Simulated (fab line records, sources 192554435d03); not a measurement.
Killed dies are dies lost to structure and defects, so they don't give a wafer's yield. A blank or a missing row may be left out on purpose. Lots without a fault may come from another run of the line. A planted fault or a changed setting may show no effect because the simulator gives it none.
Split-lot experiment | flow n5_finfet | 7 lots, 39 wafers read, on a route of 1938 steps

THE SPLIT
At N5_BEOL_M12_ILD_DEP_00 (deposits SiOC from DEMS/O2, target thk 658.92 nm, time 130.7 s), the setting time_s was moved away from the recipe's 130.7 s on 6 of the 39 wafers read, by +20.4% to +41.1%. The other wafers ran this setting at the recipe's value.

FROM THE SPLIT TO THE READING: what the file shows between them, 6 steps
- N5_BEOL_M12_THK_MEAS_01
- N5_BEOL_M12_COAT_58: time 60 s, resist thk 89 nm
- N5_BEOL_M12_COAT_04: resist thk 400 nm
- N5_BEOL_M12_DESCUM_15: chemistry O2, time 7.9 s
- N5_BEOL_M12_ETCH_59: etches BARC in N2/H2, target depth 89 nm, overetch 26.7 nm, time 67.9 s
- N5_BEOL_M12_VIA_ETCH_16: etches SiOC in C4F8/O2/Ar, target depth 724.8 nm

THE READING
oes_product_au, in a.u., at N5_BEOL_M12_STRIP_63 (strips in N2/H2). Fault-free wafers of this fab line usually give 0.693 a.u., standard deviation 0.0044 a.u..

wafer  | tool, chamber at the split | time_s as run, s | against the recipe | oes_product_au, a.u. | against lot-mates on the recipe
L077.1 | pecvd-04, 0                | 130.7            | recipe             | 0.692                | -
L077.2 | pecvd-04, 2                | 130.7            | recipe             | 0.690                | -
L077.3 | pecvd-04, 1                | 130.7            | recipe             | 0.694                | -
L077.4 | pecvd-04, 1                | 130.7            | recipe             | 0.697                | -
L077.5 | pecvd-04, 0                | 130.7            | recipe             | 0.691                | -
L077.6 | pecvd-04, 2                | 130.7            | recipe             | 0.693                | -
L076.3 | pecvd-01, 0                | 130.7            | recipe             | 0.700                | -
L076.4 | pecvd-01, 1                | 130.7            | recipe             | 0.683                | -
L076.5 | pecvd-01, 2                | 130.7            | recipe             | 0.691                | -
L082.1 | pecvd-01, 0                | 184.4            | +41.1%             | 0.660                | -0.032
L082.2 | pecvd-01, 1                | 130.7            | recipe             | 0.691                | -
L082.3 | pecvd-01, 2                | 184.4            | +41.1%             | 0.660                | -0.032
L082.4 | pecvd-01, 2                | 130.7            | recipe             | 0.694                | -
L082.5 | pecvd-01, 1                | 184.4            | +41.1%             | 0.660                | -0.032
L082.6 | pecvd-01, 0                | 130.7            | recipe             | 0.692                | -
L083.1 | pecvd-02, 1                | 130.7            | recipe             | 0.702                | -
L083.2 | pecvd-02, 0                | 130.7            | recipe             | 0.705                | -
L083.3 | pecvd-02, 2                | 130.7            | recipe             | 0.694                | -
L083.4 | pecvd-02, 2                | 130.7            | recipe             | 0.692                | -
L083.5 | pecvd-02, 0                | 130.7            | recipe             | 0.691                | -
L083.6 | pecvd-02, 1                | 130.7            | recipe             | 0.693                | -
L088.1 | pecvd-02, 1                | 130.7            | recipe             | 0.693                | -
L088.2 | pecvd-02, 2                | 130.7            | recipe             | 0.689                | -
L088.3 | pecvd-02, 0                | 130.7            | recipe             | 0.697                | -
L088.4 | pecvd-02, 0                | 157.3            | +20.4%             | 0.671                | -0.022
L088.5 | pecvd-02, 1                | 157.3            | +20.4%             | 0.678                | -0.015
L088.6 | pecvd-02, 2                | 157.3            | +20.4%             | 0.676                | -0.017
L095.1 | pecvd-01, 0                | 130.7            | recipe             | 0.692                | -
L095.2 | pecvd-01, 2                | 130.7            | recipe             | 0.689                | -
L095.3 | pecvd-01, 1                | 130.7            | recipe             | 0.691                | -
L095.4 | pecvd-01, 2                | 130.7            | recipe             | 0.695                | -
L095.5 | pecvd-01, 0                | 130.7            | recipe             | 0.697                | -
L095.6 | pecvd-01, 1                | 130.7            | recipe             | 0.685                | -
L097.1 | pecvd-01, 2                | 130.7            | recipe             | 0.695                | -
L097.2 | pecvd-01, 0                | 130.7            | recipe             | 0.686                | -
L097.3 | pecvd-01, 1                | 130.7            | recipe             | 0.687                | -
L097.4 | pecvd-01, 0,1              | 130.7            | recipe             | 0.690                | -
L097.5 | pecvd-01, 0,1              | 130.7            | recipe             | 0.686                | -
L097.6 | pecvd-01, 2                | 130.7            | recipe             | 0.703                | -
Where a row lists several chambers, the file gives one row for several wafers and doesn't say which wafer went through which chamber.

THE FIT
A straight line over all 39 wafers: oes_product_au changes by -0.00081 a.u. for each +1% of time_s; r = -0.90; the points scatter about the line by 0.0047 a.u..
The same after taking each lot's own level away (the mean of its wafers on the recipe; 39 wafers): -0.000804 a.u. for each +1%; r = -0.91; scatter 0.0045 a.u..
On that fit, the largest move of time_s shifts the reading by 0.033 a.u..
The lots' own levels span 0.6912 to 0.6962 a.u., that is 1.1 times the standard deviation above.
So the lot-to-lot level changes the slope little: the two slopes agree.
Check: with one of the wafers moved furthest among these (+41.1%) left out of the fit, the line predicts -0.0334 a.u. for it against its lot-mates. It came out at -0.0323 a.u. against them.

THE WHOLE CHAIN: every reading that the file lists as answering this split, in the file's order
step                    | what it does                                                   | reading                                                                             | change (the file's fit)                    | r (the file's)
N5_BEOL_M12_ILD_DEP_00  | deposits SiOC from DEMS/O2, target thk 658.92 nm, time 130.7 s | SiOC_of_BEOL_M12_ILD_DEP_00.thk_nm (the simulator's own value, which no gauge read) | +6.55 nm for each +1% of the setting       | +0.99
N5_BEOL_M12_THK_MEAS_01 |                                                                | M12_ILD_THK                                                                         | +6.54 for each +1% of the setting          | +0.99
N5_BEOL_M12_VIA_ETCH_16 | etches SiOC in C4F8/O2/Ar, target depth 724.8 nm               | etch.depth_nm (the simulator's own value, which no gauge read)                      | +6.55 nm for each +1% of the setting       | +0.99
N5_BEOL_M12_VIA_ETCH_16 | etches SiOC in C4F8/O2/Ar, target depth 724.8 nm               | coat_of_BEOL_M12_COAT_04.thk_nm (the simulator's own value, which no gauge read)    | -1.98 nm for each +1% of the setting       | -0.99
N5_BEOL_M12_STRIP_63    | strips in N2/H2                                                | oes_product_au                                                                      | -0.000807 a.u. for each +1% of the setting | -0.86
N5_BEOL_M12_STRIP_63    | strips in N2/H2                                                | strip_time_to_endpoint_s                                                            | withheld for each +1% of the setting       | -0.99

THE FILE'S OWN FIT
oes_product_au changes by -0.000807 a.u. for each +1% of time_s, r = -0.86.
